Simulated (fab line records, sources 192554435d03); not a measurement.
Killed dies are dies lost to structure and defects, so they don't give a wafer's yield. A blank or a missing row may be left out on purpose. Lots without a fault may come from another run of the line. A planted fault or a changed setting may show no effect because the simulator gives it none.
A struck lot beside a sound one | flow n5_finfet | 16 steps out of a route of 1938
Sound: wafers L423.2, L423.4, L423.6. Struck: wafer L410.3. (L410.4 of the same lot was not struck and is left out.) The cause comes at the end.
At each step with rows: each side's tool, then ch and its chambers, then its first start. Under that, the readings that differ: sound wafers | struck wafers | difference of the means | sigmas: that difference in standard deviations of wafers without a fault.
alike: readings whose means differ by less than 2 such deviations, and words and numbers that are the same on both sides. not compared: withheld readings, readings that some wafer has no value for, bounds like >300 that may hide the same value, and numbers for which the record gives no deviation and whose values overlap.
The two part at a step that has a row with sigmas, a row that says differs or no value, or rows on one side only. Numbers that don't overlap but have no deviation are shown without sigmas and don't part them. A reading that every wafer of one side lacks parts them only if that side has two wafers or more.

first, 2 steps without rows for these wafers: N5_BEOL_M0_SAQP_SRD_93 (time 30 s); N5_BEOL_M0_SAQP_RECESS_114 (chemistry HF/NH3, target SiO2, target depth 14.4 nm, afs cycles 3, sublimation time 60 s).
N5_BEOL_M0_SAQP_SPACER1_ALD_98: deposits SiO2, target thk 12.8 nm, pulse time 1 s, purge time 2 s.
  sound on ald_sin-03 ch 1,3, day 10 11:40; struck on ald_sin-01 ch 3, day 7 06:20
  alike: heater_power_w, precursor_pulse_height_rel
N5_BEOL_M0_SAQP_SPACER1_ETCHBACK_99: etches SiO2 in CHF3/O2, target depth 15.4 nm, time 7.7 s.
  sound on rie_diel-06 ch 0,1, day 10 12:09; struck on rie_diel-02 ch 0, day 7 06:49
  reading                     | sound       | struck | difference | sigmas
  drypump_motor_current_A (A) | 5.3 5.0 5.4 | 6.2    | +1.0       | +2
  alike: oes_product_au, rf_vpp_V, showerhead_plenum_p_Torr, throttle_valve_pct
  not compared: rf_hours_counter_h
then, 1 step without rows for these wafers: N5_BEOL_M0_SAQP_MANDREL1_REMOVE_100 (chemistry HBr/Cl2/O2, target a-Si, stops on SiNx, bt time 10 s).
N5_BEOL_M0_SAQP_CD_MEAS_25: target cd 13.1 nm.
  sound on cd_sem-01 ch 0, day 10 12:21; struck on cd_sem-03 ch 0, day 7 07:01
  alike: cd_nm
then, 1 step without rows for these wafers: N5_BEOL_M0_SAQP_ETCH_101 (etches SiNx in CH3F/O2, target depth 29.9 nm, time 42.7 s).
N5_BEOL_M0_SAQP_ETCH_102: etches SiO2 in CF4, target depth 4 nm, time 4.4 s.
  sound on rie_si-05 ch 0,3, day 10 12:29; struck on rie_si-02 ch 0, day 7 07:24
  alike: drypump_motor_current_A, he_backside_leak_sccm, oes_product_au, throttle_valve_pct
  not compared: rf_hours_counter_h
then, 1 step without rows for these wafers: N5_BEOL_M0_SAQP_MANDREL_ETCH_103 (etches a-Si in HBr/Cl2, stops on SiCN, target depth 45 nm, bt time 10 s, time 27 s).
N5_BEOL_M0_SAQP_RECESS_104: chemistry HF/NH3, target SiO2, target depth 18 nm, afs cycles 3, sublimation time 60 s.
  sound on vapor_etch-02 ch 0,1, day 10 12:36; struck on vapor_etch-01 ch 1, day 7 07:53
  alike: drypump_motor_current_A
then, 2 steps without rows for these wafers: N5_BEOL_M0_SAQP_COAT_105 (time 60 s, resist thk 100 nm); N5_BEOL_M0_SAQP_ETCH_106 (etches SOC in N2/H2, stops on SiNx, target depth 150 nm).
N5_BEOL_M0_SAQP_ETCH_107: etches SiNx in CH3F/O2, target depth 30 nm.
  sound on rie_diel-05 ch 0,1,3, day 10 13:07; struck on rie_diel-05 ch 1, day 7 08:16
  reading                                  | sound          | struck | difference | sigmas
  model.BEOL_M0_SAQP.feature_depth_nm (nm) | 29.8 29.2 29.8 | 25     | -5         |
  alike: drypump_motor_current_A, oes_product_au, rf_vpp_V, showerhead_plenum_p_Torr, throttle_valve_pct
  not compared: rf_hours_counter_h, model.SOC_of_BEOL_M0_SAQP_COAT_105.thk_nm
N5_BEOL_M0_SAQP_STRIP_108: strips in N2/H2.
  sound on rie_diel-05 ch 0,1,3, day 10 13:09; struck on rie_diel-05 ch 1, day 7 08:19
  alike: drypump_motor_current_A, oes_product_au, rf_vpp_V, showerhead_plenum_p_Torr, throttle_valve_pct
  not compared: rf_hours_counter_h
-- the record jumps here: 3 days lie between the struck wafers' starts before and after (it left off in module BEOL_M0_SAQP and takes up again in module BEOL_M4, whose first step shown is number 1111 of the route) --
N5_BEOL_M4_RC_MEAS_101:
  sound on prober-02 ch 0, day 13 07:05; struck on prober-01 ch 0, day 9 22:36
  reading       | sound          | struck | difference | sigmas
  DIBL_P (mV/V) | 35.3 34.3 33.5 | 37.6   | +3.2       | +2
  alike: DIBL_N, IOFF_N, IOFF_P, ION_N, ION_P, SS_N, SS_P, VT_N, VT_P
-- the record jumps here: 5 days lie between the struck wafers' starts before and after (it left off in module BEOL_M4 and takes up again in module PASSIVATION, whose first step shown is number 1936 of the route) --
N5_PASSIVATION_PROBE_49:
  sound on prober-01, day 17 07:04; struck on prober-01, day 14 11:49
  alike: defect_limited_yield, killed_at_M0_to_M3, killed_at_M4_up, killed_at_contacts, killed_at_front_end, killed_at_other, killed_dies, killed_on_rim, killed_open, killed_short, sort_bin_5_function, sort_bin_6_memory, sort_n_pass, sort_yield_pct

WHERE THEY PART
First at N5_BEOL_M0_SAQP_SPACER1_ETCHBACK_99; last, within this record, at N5_BEOL_M4_RC_MEAS_101. Later steps at which nothing parts them and some readings are alike: N5_PASSIVATION_PROBE_49.

WHY: what the simulator had put in
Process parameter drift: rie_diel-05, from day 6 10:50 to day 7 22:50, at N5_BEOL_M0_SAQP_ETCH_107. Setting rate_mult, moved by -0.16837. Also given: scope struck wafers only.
